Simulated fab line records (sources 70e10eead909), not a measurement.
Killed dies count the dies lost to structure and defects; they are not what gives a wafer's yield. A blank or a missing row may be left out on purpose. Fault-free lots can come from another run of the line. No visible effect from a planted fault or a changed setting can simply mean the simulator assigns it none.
fab line records	flow nand-harc	part 1 of 2: steps 1 to 22 of 30
record: lots: 5	wafers: 15	last-day: 31
route steps=1302 shown A_CHANNEL_FILL_D2@618 A_STAIRCASE@639
lots that met no fault: taken from a fault-free run of the same line
start-h: hours from the record's first day to the start of the lot's first wafer shown	wait-h: how many hours have passed since the lot's step before this one	" same as the row above	L1.1+2: several wafers, shown together as one row	- no value, or no start given	* or withheld: withheld	< > ~ a bound
route shown NAME@n: names a module that has steps shown in the file, with the first one's number in the route	usual: mean/standard deviation of fault-free wafers	same: alike in all rows	chamber/n: place in a boat	sites: per-site readings	_std_site: the standard deviation of these	_edge_site: outer sites' mean less inner sites'	radius-mm: for every site, how far away it sits from the centre of the wafer	mask NAME#n: copy n	behind: the most recent tool/chamber to have shaped the wafer	hold: cause of the lot's hold/its duration in hours/its outcome	device: which transistor (n, p or np) failed to switch	end of line: the tests these same wafers got at the end of their route	a step given without rows: its recipe and nothing more	killed: dies lost to structure and defects at the first sort, not the wafer's yield	map: a wafer's dies, x killed, . not, _ none there
set.NAME: the setting the step ran with; set.NAME@STEP: the setting that earlier step ran with	model.NAME: the simulator's own value behind a step, which no gauge read
lots at some steps of the route; a table a step, a row a wafer
services: the hour from which a tool's chamber was out of use, counted from the record's first day as start-h (under 0 if before that day), plus the number of hours and why
== steps ==
step: NHARC_A_CHANNEL_FILL_D2_CVD_18
recipe: target-thk-a: 30	temp-c: 550	material: poly-Si
usual: spike-tc-bottom-C: 573.0/1.7	spike-tc-lower-C: 550.2/1.4
lot.wafer	tool	chamber	start-h	wait-h	spike-tc-bottom-C	spike-tc-lower-C
L074.3	lpcvd-poly-02	0	321.23	-	572.8	551.6
L074.4	"	0	"	"	573.1	550.9
L074.6	"	0	"	"	575.3	551.4
L079.2	lpcvd-poly-03	0	366.16	-	571.5	550.7
L079.5	"	0	"	"	572.2	550.4
L079.6	"	0	"	"	572.8	548.6
L082.1	lpcvd-poly-01	0	398.98	-	572.8	550.4
L082.2	"	0	"	"	571.7	548.5
L082.6	"	0	"	"	574.0	549.7
L087.1	lpcvd-poly-03	0	459.28	-	572.1	550.0
L087.3	"	0	"	"	573.2	549.9
L087.4	"	0	"	"	572.7	549.2
L093.1	lpcvd-poly-01	0	510.12	-	573.4	548.6
L093.2	"	0	"	"	573.6	549.7
L093.6	"	0	"	"	572.2	549.2
step: NHARC_A_CHANNEL_FILL_D2_ETCHBACK_19
recipe: target-depth-a: 50	time-s: 1.7	hbr-flow-sccm: 150	cl2-flow-sccm: 50	rf-w: 400	icp-w: 400	bias-w: 100	chemistry: HBr/Cl2
usual: drypump-motor-current-A: 5.9/0.52	oes-product-au: 1.001/0.011	rf-fwd-power-W: 390.4/1.5	throttle-valve-pct: 26.405/0.0099
lot.wafer	tool	chamber	start-h	wait-h	drypump-motor-current-A	oes-product-au	rf-fwd-power-W	rf-hours-counter-h	throttle-valve-pct
L074.4	rie-si-04	2	323.28	0.4	5.8	1.006	390.9	0.8	26.418
L074.3	"	3	"	"	6.1	0.994	389.7	0.9	26.388
L074.6	"	3	"	"	6.1	1.000	391.0	-	26.418
L079.2	rie-si-01	1	368.25	0.4	6.8	0.999	389.4	1.1	26.405
L079.5	"	2	"	"	6.8	1.004	390.2	-	26.402
L079.6	"	3	"	"	5.5	1.001	391.2	-	26.421
L082.1	rie-si-01	2	401.03	0.4	6.8	1.013	388.9	0.1	26.408
L082.2	"	1	"	"	6.8	1.012	390.0	0.1	26.413
L082.6	"	3	"	"	5.5	1.016	389.8	-	26.421
L087.3	rie-si-04	3	461.35	0.4	6.1	0.994	387.8	0.6	26.417
L087.4	"	1	"	"	5.8	0.986	391.9	0.7	26.394
L087.1	"	2	"	"	5.8	0.990	389.4	0.6	26.414
L093.2	rie-si-04	2	512.15	0.4	5.8	0.995	390.0	0.9	26.382
L093.1	"	0	"	"	5.2	0.999	389.8	1.1	26.409
L093.6	"	2	"	"	5.8	0.992	387.3	-	26.391
step: NHARC_A_CHANNEL_FILL_D2_ETCHBACK_20
recipe: target-depth-a: 270	time-s: 13.5	c4f8-flow-sccm: withheld	o2-flow-sccm: 8	ar-flow-sccm: withheld	rf-w: 600	bias-w: 1500	chemistry: C4F8/O2/Ar
usual: oes-product-au: 0.985/0.023	rf-fwd-power-W: 588/3.1	rf-vpp-V: 980/4.5
lot.wafer	tool	chamber	start-h	wait-h	oes-product-au	rf-fwd-power-W	rf-hours-counter-h	rf-vpp-V
L074.3	rie-diel-13	3	323.41	-	0.992	591	27	985
L074.4	"	0	"	"	1.003	589	26	981
L074.6	"	3	"	"	0.993	590	-	984
L079.2	rie-diel-02	0	368.35	-	0.988	591	3	975
L079.6	"	3	"	"	1.008	591	-	982
L079.5	"	0	"	"	0.995	591	-	975
L082.1	rie-diel-06	2	401.22	-	0.989	587	2	979
L082.2	"	3	"	"	0.999	588	2	979
L082.6	"	2	"	"	0.993	589	-	979
L087.1	rie-diel-02	1	461.49	-	0.931	591	2	983
L087.3	"	2	"	"	0.951	588	2	987
L087.4	"	3	"	"	0.931	588	1	981
L093.2	rie-diel-02	3	512.30	-	0.999	589	3	980
L093.1	"	0	"	"	1.008	590	3	974
L093.6	"	3	"	"	1.002	588	-	983
step: NHARC_A_CHANNEL_FILL_D2_STRIP_28
recipe: time-s: 20	o2-flow-sccm: 500	ar-flow-sccm: 0	bias-w: 0	chemistry: O2
usual: drypump-motor-current-A: 5.6/0.42	oes-product-au: 0.997/0.012	rf-vpp-V: 57.9/0.9	showerhead-plenum-p-Torr: 3.57/0.11	throttle-valve-pct: 17.036/0.0094
lot.wafer	tool	chamber	start-h	wait-h	drypump-motor-current-A	oes-product-au	rf-hours-counter-h	rf-vpp-V	showerhead-plenum-p-Torr	throttle-valve-pct
L074.4	rie-diel-13	3	323.50	0.1	5.3	0.993	27	59.2	3.71	17.033
L074.3	"	2	"	"	4.8	0.985	23	57.9	3.46	17.040
L074.6	"	3	"	"	5.3	1.003	-	57.7	3.71	17.040
L079.2	rie-diel-02	3	368.44	0.1	6.2	1.009	3	58.1	3.61	17.024
L079.5	"	0	"	"	5.0	1.006	-	57.5	3.42	17.033
L079.6	"	1	"	"	5.9	0.981	-	57.8	3.67	17.045
L082.1	rie-diel-06	1	401.31	0.1	5.5	1.009	2	57.3	3.39	17.031
L082.2	"	2	"	"	5.8	0.988	2	57.5	3.54	17.039
L082.6	"	3	"	"	5.3	0.995	-	57.4	3.56	17.045
L087.3	rie-diel-02	2	461.58	0.1	5.3	1.015	2	58.9	3.75	17.046
L087.4	"	3	"	"	6.2	1.005	1	57.0	3.61	17.053
L087.1	"	0	"	"	5.0	1.008	2	56.8	3.42	17.053
L093.2	rie-diel-02	3	512.39	0.1	6.2	1.001	3	56.8	3.61	17.049
L093.1	"	0	"	"	5.0	1.003	3	56.8	3.42	17.030
L093.6	"	3	"	"	6.2	1.003	-	56.6	3.61	17.035
step: NHARC_A_CHANNEL_FILL_D2_PRECLEAN_21
recipe: time-s: 30	chemistry: dHF
lot.wafer	tool	chamber	start-h	wait-h
L074.4+3+6	wet-bench-05	6,0,1	323.61	-
L079.6+2+5	wet-bench-07	6,1,2	368.53	-
L082.6+1+2	wet-bench-01	4,5,1	401.40	-
L087.1+3+4	wet-bench-07	2,3,4	461.67	-
L093.2+1+6	wet-bench-05	4,6,7	512.50	-
step: NHARC_A_CHANNEL_FILL_D2_SRD_23
lot.wafer	tool	chamber	start-h	wait-h
L074.4+3+6	wet-bench-05	6,0,1	323.63	0.0
L079.6+2+5	wet-bench-07	6,1,2	368.56	0.0
L082.6+1+2	wet-bench-01	4,5,1	401.43	0.0
L087.1+3+4	wet-bench-07	2,3,4	461.70	0.0
L093.2+1+6	wet-bench-05	4,6,7	512.52	0.0
step: NHARC_A_CHANNEL_FILL_D2_CVD_05
recipe: target-thk-a: 50	temp-c: 550	material: poly-Si
usual: spike-tc-bottom-C: 573.4/1.8	spike-tc-lower-C: 550.5/1.4
lot.wafer	tool	chamber	start-h	wait-h	spike-tc-bottom-C	spike-tc-lower-C
L074.3	lpcvd-poly-01	0	326.06	2.4	570.9	549.6
L074.4	"	0	"	"	573.8	549.6
L074.6	"	0	"	"	573.3	549.7
L079.2	lpcvd-poly-01	0	370.99	2.4	573.4	547.4
L079.5	"	0	"	"	572.5	548.4
L079.6	"	0	"	"	570.7	548.8
L082.1	lpcvd-poly-02	0	403.67	2.2	574.6	551.8
L082.2	"	0	"	"	574.3	551.1
L082.6	"	0	"	"	573.8	550.6
L087.1	lpcvd-poly-03	0	464.04	2.3	570.6	549.5
L087.3	"	0	"	"	573.1	550.4
L087.4	"	0	"	"	570.4	548.7
L093.1	lpcvd-poly-02	0	514.90	2.4	574.0	552.2
L093.2	"	0	"	"	573.5	551.3
L093.6	"	0	"	"	577.2	550.6
step: NHARC_A_CHANNEL_FILL_D2_ANNEAL_22
recipe: temp-c: 620	time-s: 7200
usual: spike-tc-bottom-C: 640.7/1.6	spike-tc-lower-C: 619.7/1	tube_center_temp_C_max: 621.64/0.25
lot.wafer	tool	chamber	start-h	wait-h	spike-tc-bottom-C	spike-tc-lower-C	tube_center_temp_C_max
L074.3	furnace-05	0	330.85	3.0	640.5	621.6	622.07
L074.4	"	0	"	"	641.4	618.3	621.49
L074.6	"	0	"	"	641.7	619.2	621.91
L079.2	furnace-05	0	375.76	3.0	639.9	619.2	621.82
L079.5	"	0	"	"	640.8	620.7	621.73
L079.6	"	0	"	"	640.7	619.6	621.54
L082.1	furnace-06	0	408.95	3.4	638.0	619.9	621.89
L082.2	"	0	"	"	638.5	619.8	621.63
L082.6	"	0	"	"	639.6	619.9	622.00
L087.1	furnace-04	0	469.35	3.5	639.9	621.4	621.58
L087.3	"	0	"	"	639.3	621.2	621.41
L087.4	"	0	"	"	640.0	619.9	621.33
L093.1	furnace-05	0	521.76	5.0	641.8	620.3	621.57
L093.2	"	0	"	"	643.3	619.4	621.51
L093.6	"	0	"	"	643.7	619.4	621.77
step: NHARC_A_CHANNEL_FILL_D2_ALD_25
recipe: target-thk-a: 600	pulse-time-s: 10	ald-cycles: 600	temp-c: 300	material: SiOx
usual: heater-power-w: 470/48	precursor-pulse-height-rel: 0.998/0.02
lot.wafer	tool	chamber	start-h	wait-h	heater-power-w	precursor-pulse-height-rel	since-wet-clean-h
L074.3	ald-hk-01	0	334.91	0.1	519	0.995	25
L074.4	"	1	"	"	438	0.986	25
L074.6	"	1	338.03	3.2	441	1.025	-
L079.2	ald-hk-04	1	381.70	1.9	402	1.028	115
L079.6	"	2	"	"	455	0.995	-
L079.5	"	3	"	"	447	1.010	-
L082.2	ald-hk-04	3	413.03	0.1	450	0.970	146
L082.1	"	0	"	"	506	1.035	147
L082.6	"	0	416.11	3.1	503	1.002	-
L087.1	ald-hk-04	1	474.08	0.7	384	1.011	29
L087.3	"	2	"	"	437	0.996	30
L087.4	"	3	"	"	454	0.991	31
L093.2	ald-hk-04	0	526.39	0.7	528	1.001	82
L093.1	"	1	"	"	373	1.019	82
L093.6	"	0	528.86	3.1	522	0.993	-
step: NHARC_A_CHANNEL_FILL_D2_ETCHBACK_08
recipe: target-depth-a: 2200	time-s: 110	c4f8-flow-sccm: 20	ar-flow-sccm: withheld	rf-w: 600	bias-w: 300	chemistry: C4F8
usual: oes-product-au: 0.96/0.036	rf-fwd-power-W: 596.4/2.1	rf-vpp-V: 441.4/2
lot.wafer	tool	chamber	start-h	wait-h	oes-product-au	rf-fwd-power-W	rf-hours-counter-h	rf-vpp-V
L074.4	rie-diel-02	1	-	-	0.98	596.2	3	443.0
L074.3	"	0	"	"	0.99	602.1	3	439.2
L074.6	"	1	"	"	0.99	596.8	-	443.5
L079.2	rie-diel-02	0	-	-	0.93	596.7	4	439.8
L079.6	"	3	"	"	0.93	600.9	-	441.1
L079.5	"	0	"	"	0.92	598.6	-	438.8
L082.1	rie-diel-02	0	-	-	1.01	597.3	0	439.4
L082.2	"	2	"	"	1.02	593.5	0	445.5
L082.6	"	3	"	"	1.00	596.4	-	441.0
L087.1	rie-diel-06	2	-	-	0.98	597.0	4	440.7
L087.4	"	3	"	"	0.98	594.9	4	442.1
L087.3	"	0	"	"	0.99	597.6	4	442.3
L093.2	rie-diel-02	3	-	-	0.92	598.1	4	443.1
L093.1	"	0	"	"	0.93	599.0	4	438.8
L093.6	"	0	"	"	0.93	596.9	-	438.8
step: NHARC_A_CHANNEL_FILL_D2_STRIP_29
recipe: time-s: 20	o2-flow-sccm: 500	ar-flow-sccm: 0	bias-w: 0	chemistry: O2
usual: drypump-motor-current-A: 5.6/0.36	oes-product-au: 0.997/0.012	rf-vpp-V: 57.9/0.91	showerhead-plenum-p-Torr: 3.57/0.11	throttle-valve-pct: 17.038/0.0091
lot.wafer	tool	chamber	start-h	wait-h	drypump-motor-current-A	oes-product-au	rf-hours-counter-h	rf-vpp-V	showerhead-plenum-p-Torr	throttle-valve-pct
L074.3	rie-diel-02	2	-	-	5.3	1.006	3	58.2	3.75	17.039
L074.4	"	0	"	"	5.0	1.001	3	57.5	3.42	17.037
L074.6	"	3	"	"	6.2	1.005	-	56.5	3.61	17.046
L079.2	rie-diel-02	2	-	-	5.3	0.995	3	58.9	3.75	17.038
L079.6	"	0	"	"	5.0	0.994	-	57.8	3.42	17.032
L079.5	"	1	"	"	5.9	0.990	-	59.0	3.67	17.044
L082.2	rie-diel-02	1	-	-	5.9	0.984	0	59.2	3.67	17.030
L082.1	"	3	"	"	6.2	0.999	0	58.1	3.61	17.036
L082.6	"	0	"	"	5.0	1.013	-	57.0	3.42	17.027
L087.1	rie-diel-06	3	-	-	5.3	0.982	4	57.3	3.55	17.046
L087.3	"	0	"	"	5.5	0.992	4	56.1	3.62	17.027
L087.4	"	2	"	"	5.8	0.976	4	57.4	3.54	17.031
L093.2	rie-diel-02	2	-	-	5.3	1.012	4	57.5	3.75	17.034
L093.1	"	3	"	"	6.2	1.002	4	57.2	3.61	17.050
L093.6	"	1	"	"	5.9	0.979	-	58.3	3.67	17.039
step: NHARC_A_CHANNEL_FILL_D2_PRECLEAN_30
recipe: time-s: 30	chemistry: dHF
lot.wafer	tool	chamber	start-h	wait-h
L074.6+3+4	wet-bench-01	0,1,2	340.76	-
L079.5+6+2	wet-bench-07	5,0,1	385.67	-
L082.1+6+2	wet-bench-07	2,4,5	418.84	-
L087.3+4+1	wet-bench-07	2,3,4	479.26	-
L093.1+6+2	wet-bench-01	4,5,6	531.59	-
step: NHARC_A_CHANNEL_FILL_D2_SRD_31
lot.wafer	tool	chamber	start-h	wait-h
L074.6+3+4	wet-bench-01	0,1,2	340.78	0.0
L079.5+6+2	wet-bench-07	5,0,1	385.70	0.0
L082.1+6+2	wet-bench-07	2,4,5	418.86	0.0
L087.3+4+1	wet-bench-07	2,3,4	479.28	0.0
L093.1+6+2	wet-bench-01	4,5,6	531.62	0.0
step: NHARC_A_CHANNEL_FILL_D2_CVD_09
recipe: target-thk-a: 1500	temp-c: 620	pressure-mtorr: 200	time-s: 3000	material: poly-Si
usual: spike-tc-bottom-C: 642.0/1.8	spike-tc-lower-C: 620.5/1.4
lot.wafer	tool	chamber	start-h	wait-h	spike-tc-bottom-C	spike-tc-lower-C
L074.3	lpcvd-poly-03	0	343.13	2.3	640.0	619.3
L074.4	"	0	"	"	638.6	618.9
L074.6	"	0	"	"	640.1	618.3
L079.2	lpcvd-poly-02	0	387.97	2.3	643.0	622.4
L079.5	"	0	"	"	644.1	623.0
L079.6	"	0	"	"	642.6	620.3
L082.1	lpcvd-poly-01	0	421.25	2.4	643.2	618.8
L082.2	"	0	"	"	639.4	618.8
L082.6	"	0	"	"	641.6	618.3
L087.1	lpcvd-poly-02	0	481.55	2.3	643.6	621.1
L087.3	"	0	"	"	644.3	620.9
L087.4	"	0	"	"	643.1	620.3
L093.1	lpcvd-poly-02	0	534.56	2.9	644.0	622.2
L093.2	"	0	"	"	642.9	621.7
L093.6	"	0	"	"	644.0	620.7
step: NHARC_A_CHANNEL_FILL_D2_CMP_10
recipe: target-thk-nm: 150
usual: motor-current-A: 11.9/1.3	time-to-endpoint-s: 15.5/2.6
lot.wafer	tool	chamber	start-h	wait-h	motor-current-A	time-to-endpoint-s
L074.4	cmp-03	3	346.36	0.4	10.6	16.0
L074.3	"	0	"	"	13.6	10.7
L074.6	"	3	"	"	10.8	15.3
L079.2	cmp-01	0	391.20	0.4	11.2	16.2
L079.6	"	2	"	"	11.9	13.0
L079.5	"	3	"	"	12.3	13.2
L082.1	cmp-03	0	424.45	0.4	13.4	11.5
L082.2	"	1	"	"	10.0	17.3
L082.6	"	0	"	"	13.0	11.4
L087.4	cmp-02	2	484.71	0.4	13.8	16.7
L087.3	"	0	"	"	10.7	18.0
L087.1	"	1	"	"	10.1	16.7
L093.2	cmp-03	1	537.77	0.4	10.6	19.3
L093.1	"	0	"	"	13.5	14.0
L093.6	"	1	"	"	10.7	19.7
step: NHARC_A_CHANNEL_FILL_D2_SRD_12
lot.wafer	tool	chamber	start-h	wait-h
L074.3+6+4	wet-bench-07	4,6,0	346.63	0.0
L079.6+2+5	wet-bench-01	2,3,6	391.44	0.0
L082.2+6+1	wet-bench-07	4,7,0	424.73	0.0
L087.1+3+4	wet-bench-01	0,2,4	485.01	0.0
L093.2+1+6	wet-bench-01	7,1,2	538.06	0.0
step: NHARC_A_CHANNEL_FILL_D2_RTA_24
recipe: temp-c: 1000	time-s: 5
usual: lamp-power-pct: 33/3.1	wafer_temp_C_max: 1005.1/1.4
lot.wafer	tool	chamber	start-h	wait-h	lamp-power-pct	wafer_temp_C_max
L074.3	rtp-anneal-01	0	346.81	0.1	29	1004.1
L074.4	"	0	"	"	29	1005.0
L074.6	"	0	"	"	29	1004.0
L079.2	rtp-anneal-02	0	391.59	0.1	35	1006.0
L079.5	"	0	"	"	35	1005.5
L079.6	"	0	"	"	35	1005.5
L082.1	rtp-anneal-01	0	424.84	0.0	29	1002.7
L082.2	"	0	"	"	29	1005.4
L082.6	"	0	"	"	29	1003.3
L087.1	rtp-anneal-02	0	485.13	0.0	35	1006.4
L087.3	"	0	"	"	35	1004.1
L087.4	"	0	"	"	35	1004.9
L093.1	rtp-anneal-02	0	538.18	0.0	35	1007.3
L093.2	"	0	"	"	35	1006.6
L093.6	"	0	"	"	35	1006.1
step: NHARC_A_CHANNEL_FILL_D2_INSPECT_13
usual: raw-defect-count: 386/120
lot.wafer	tool	chamber	start-h	wait-h	raw-defect-count
L074.3	defect-inspect-01	-	346.95	0.1	739
L074.4	"	-	"	"	365
L074.6	"	-	"	"	439
L079.2	defect-inspect-02	-	391.76	0.1	399
L079.5	"	-	"	"	334
L079.6	"	-	"	"	408
L082.1	defect-inspect-01	-	425.04	0.2	546
L082.2	"	-	"	"	292
L082.6	"	-	"	"	543
L087.1	defect-inspect-02	-	485.33	0.2	340
L087.3	"	-	"	"	315
L087.4	"	-	"	"	241
L093.1	defect-inspect-01	-	538.38	0.2	409
L093.2	"	-	"	"	451
L093.6	"	-	"	"	279
step: NHARC_A_STAIRCASE_DEP_156
recipe: target-thk-a: 500	temp-c: 400	target-thk-nm: 50	flow-sccm: 200	rf-w: 450	material: SiNx
usual: heater-power-w: 693/85	rf-fwd-power-W: 448.3/1.3
lot.wafer	tool	chamber	start-h	wait-h	heater-power-w	rf-fwd-power-W	since-wet-clean-h
L074.3	pecvd-02	2	347.20	0.2	638	448.1	107
L074.4	"	1	"	"	720	449.9	-
L074.6	"	2	"	"	640	448.4	-
L079.2	pecvd-04	2	391.86	0.1	633	447.3	105
L079.6	"	2	"	"	647	450.1	-
L079.5	"	0	"	"	663	448.7	-
L082.2	pecvd-02	1	425.11	0.1	770	445.3	4
L082.1	"	0	"	"	687	447.0	4
L082.6	"	1	"	"	766	449.1	-
L087.3	pecvd-04	1	485.40	0.1	767	447.8	17
L087.1	"	2	"	"	609	448.5	17
L087.4	"	0	"	"	559	449.0	-
L093.2	pecvd-03	0	538.45	0.1	804	450.0	159
L093.1	"	2	"	"	598	448.6	159
L093.6	"	2	"	"	584	446.6	-
step: NHARC_A_STAIRCASE_DEHYDRATE_158
recipe: temp-c: 150	time-s: 120
usual: chill-plate-temp-C: 22.99/0.11	resist-line-temp-C: 23.00/0.11
lot.wafer	tool	chamber	start-h	wait-h	chill-plate-temp-C	resist-line-temp-C
L074.3	litho-track-05	0	347.41	0.2	22.91	22.83
L074.4	"	0	"	"	22.91	22.88
L074.6	"	0	"	"	23.05	23.07
L079.2	litho-track-05	0	392.10	0.2	22.95	22.94
L079.5	"	0	"	"	23.09	22.97
L079.6	"	0	"	"	22.89	23.05
L082.1	litho-track-02	0	425.37	0.2	23.07	23.12
L082.2	"	0	"	"	22.97	22.97
L082.6	"	0	"	"	22.88	22.96
L087.1	litho-track-05	0	485.67	0.2	22.91	23.22
L087.3	"	0	"	"	23.04	22.95
L087.4	"	0	"	"	22.94	22.95
L093.1	litho-track-03	0	538.72	0.2	23.14	23.06
L093.2	"	0	"	"	22.89	22.87
L093.6	"	0	"	"	23.04	23.00
step: NHARC_A_STAIRCASE_HMDS_159
recipe: time-s: 30
usual: chill-plate-temp-C: 22.99/0.11	resist-line-temp-C: 23.01/0.1
lot.wafer	tool	chamber	start-h	wait-h	chill-plate-temp-C	resist-line-temp-C
L074.3	litho-track-05	0	-	-	22.92	22.93
L074.4	"	0	"	"	23.00	22.99
L074.6	"	0	"	"	23.11	23.19
L079.2	litho-track-05	0	-	-	23.16	22.98
L079.5	"	0	"	"	22.97	22.91
L079.6	"	0	"	"	23.24	22.87
L082.1	litho-track-02	0	-	-	23.01	22.92
L082.2	"	0	"	"	23.18	22.89
L082.6	"	0	"	"	23.05	22.97
L087.1	litho-track-05	0	-	-	22.99	23.08
L087.3	"	0	"	"	22.90	23.10
L087.4	"	0	"	"	23.04	23.21
L093.1	litho-track-03	0	-	-	22.87	22.99
L093.2	"	0	"	"	23.03	22.93
L093.6	"	0	"	"	23.14	23.05
step: NHARC_A_STAIRCASE_COAT_160
recipe: spin-rpm: 1200
usual: chill-plate-temp-C: 23.00/0.12	resist-line-temp-C: 23.01/0.1
lot.wafer	tool	chamber	start-h	wait-h	chill-plate-temp-C	resist-line-temp-C
L074.3	litho-track-05	0	-	-	23.14	22.95
L074.4	"	0	"	"	23.01	22.95
L074.6	"	0	"	"	23.15	22.97
L079.2	litho-track-05	0	-	-	22.89	23.01
L079.5	"	0	"	"	22.95	23.15
L079.6	"	0	"	"	22.94	23.18
L082.1	litho-track-02	0	-	-	23.08	22.73
L082.2	"	0	"	"	23.11	22.97
L082.6	"	0	"	"	23.29	22.90
L087.1	litho-track-05	0	-	-	22.86	23.12
L087.3	"	0	"	"	22.95	23.02
L087.4	"	0	"	"	22.77	22.97
L093.1	litho-track-03	0	-	-	23.05	22.89
L093.2	"	0	"	"	23.02	23.07
L093.6	"	0	"	"	23.05	23.10
